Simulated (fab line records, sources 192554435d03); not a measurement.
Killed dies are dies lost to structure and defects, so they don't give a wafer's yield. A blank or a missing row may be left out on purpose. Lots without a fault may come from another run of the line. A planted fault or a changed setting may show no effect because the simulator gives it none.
One fault seen from 3 desks | flow n5_finfet | each desk has only its own numbers; what lay behind them comes last

THE METROLOGY DESK
What the gauges read, lot by lot, whatever tool the lot ran on: means of the sampled wafers that have a number. A lot is out of limits, marked OUT, if its mean lies more than 4 standard deviations from the usual mean; the brackets give that distance. Of its 10 readings 7 are shown: those that lie furthest out on some lot.
Columns: A = DIBL_N at N5_BEOL_M4_RC_MEAS_101, usual 37.4 mV/V; B = DIBL_P at N5_BEOL_M4_RC_MEAS_101, usual 37.8 mV/V; C = IOFF_P at N5_BEOL_M4_RC_MEAS_101, usual 0.24 nA/um; D = ION_N at N5_BEOL_M4_RC_MEAS_101, usual 682 uA/um; E = ION_P at N5_BEOL_M4_RC_MEAS_101, usual 467 uA/um; F = SS_N at N5_BEOL_M4_RC_MEAS_101, usual 71.9 mV/dec; G = SS_P at N5_BEOL_M4_RC_MEAS_101, usual 73.6 mV/dec
lot  | first seen here | A    | B    | C    | D   | E   | F    | G
L242 | day 7 20:51     | 37.8 | 38.8 | 0.28 | 695 | 477 | 71.7 | 72.9
L246 | day 8 23:06     | 36.1 | 36.8 | 0.24 | 684 | 471 | 72.2 | 73.5
L245 | day 9 05:26     | 38.1 | 38.4 | 0.25 | 679 | 462 | 72.5 | 73.2
L253 | day 11 05:55    | 40.4 | 42.0 | 0.31 | 695 | 474 | 72.6 | 74.5
L257 | day 12 14:02    | 36.2 | 37.1 | 0.23 | 690 | 473 | 71.9 | 73.5
L258 | day 12 19:22    | 39.4 | 41.0 | 0.32 | 683 | 467 | 72.3 | 74.1
L261 | day 13 00:13    | 36.9 | 37.0 | 0.28 | 706 | 489 | 71.2 | 73.8
L260 | day 13 04:29    | 36.8 | 34.9 | 0.20 | 677 | 469 | 70.9 | 72.7
L262 | day 13 11:37    | 33.4 | 33.8 | 0.18 | 662 | 462 | 71.0 | 72.3
L264 | day 14 18:05    | 34.1 | 34.9 | 0.22 | 680 | 476 | 71.5 | 73.1
This desk's finding: nothing out of limits on any of the 10 lots.

THE DEFECT DESK
What the inspections along the route counted, lot by lot: means of the sampled wafers that have a number. A lot is out of limits, marked OUT, if its mean lies more than 4 standard deviations from the usual mean; the brackets give that distance.
Columns: A = raw_defect_count at N5_BEOL_M4_INSPECT_13, usual 384
lot  | first seen here | A
L242 | day 7 11:34     | 451
L246 | day 8 14:12     | 402
L245 | day 8 23:05     | 352
L253 | day 10 21:58    | 342
L257 | day 11 20:43    | 522
L258 | day 11 23:36    | 419
L261 | day 12 15:11    | 392
L260 | day 12 18:20    | 386
L262 | day 13 04:14    | 400
L264 | day 14 10:42    | 334
This desk's finding: nothing out of limits on any of the 10 lots.

THE TOOL OWNER'S DESK: rie_diel-01
The tool's own readings at N5_BEOL_M4_ETCH_70 (etches SOC in N2/H2, target depth 80 nm, overetch 24 nm, time 130 s): means of the sampled wafers that have a number, for each lot that ran on this tool. A lot is out of limits, marked OUT, if its mean lies more than 4 standard deviations from the usual mean; the brackets give that distance.
Columns: A = drypump_motor_current_A at N5_BEOL_M4_ETCH_70, usual 5.5 A; B = oes_product_au at N5_BEOL_M4_ETCH_70, usual 0.59 a.u.; C = rf_fwd_power_W at N5_BEOL_M4_ETCH_70, usual 835.3 W; D = rf_vpp_V at N5_BEOL_M4_ETCH_70, usual 525.1 V; E = showerhead_plenum_p_Torr at N5_BEOL_M4_ETCH_70, usual 2.59 Torr; F = throttle_valve_pct at N5_BEOL_M4_ETCH_70, usual 17.87 %
lot  | first seen here | A   | B    | C               | D               | E    | F
L242 | day 7 14:49     | 5.5 | 0.57 | 833.6           | 523.2           | 2.52 | 17.74
L246 | day 8 18:05     | 5.6 | 0.58 | 633.6 (-72) OUT | 574.0 (+20) OUT | 2.57 | 17.95
L245 | day 9 00:27     | 6.0 | 0.55 | 635.0 (-72) OUT | 572.2 (+19) OUT | 2.50 | 18.18
L257 | day 12 09:34    | 5.8 | 0.62 | 837.5           | 526.6           | 2.63 | 17.95
L261 | day 12 19:17    | 5.9 | 0.64 | 836.0           | 528.3           | 2.71 | 17.95
L260 | day 12 23:55    | 5.5 | 0.57 | 834.5           | 525.2           | 2.60 | 18.01
L262 | day 13 07:01    | 5.6 | 0.59 | 834.7           | 524.9           | 2.60 | 17.84
This desk's finding: out of limits on L245, L246; first on L246, day 8 18:05 (rf_fwd_power_W at N5_BEOL_M4_ETCH_70). In limits: L242, L257, L261, L260, L262.

PUT TOGETHER
The tool owner's desk could have raised an alarm at day 8 18:05, on L245, L246.
The metrology desk saw nothing out of limits.
The defect desk saw nothing out of limits.
The metrology desk has L245, L246 on record, within its limits.
The defect desk has L245, L246 on record, within its limits.
Of the lots named, all ran N5_BEOL_M4_ETCH_70 on rie_diel-01.

WHAT THE SIMULATOR HAD PUT IN
Process parameter drift: rie_diel-01, from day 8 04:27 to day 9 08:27, at N5_BEOL_M4_ETCH_70. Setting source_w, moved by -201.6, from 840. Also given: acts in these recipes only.
Lots struck among those shown: L245, L246.
Hours from the fault's start to each desk's first reading out of limits: the tool owner's desk, 14.
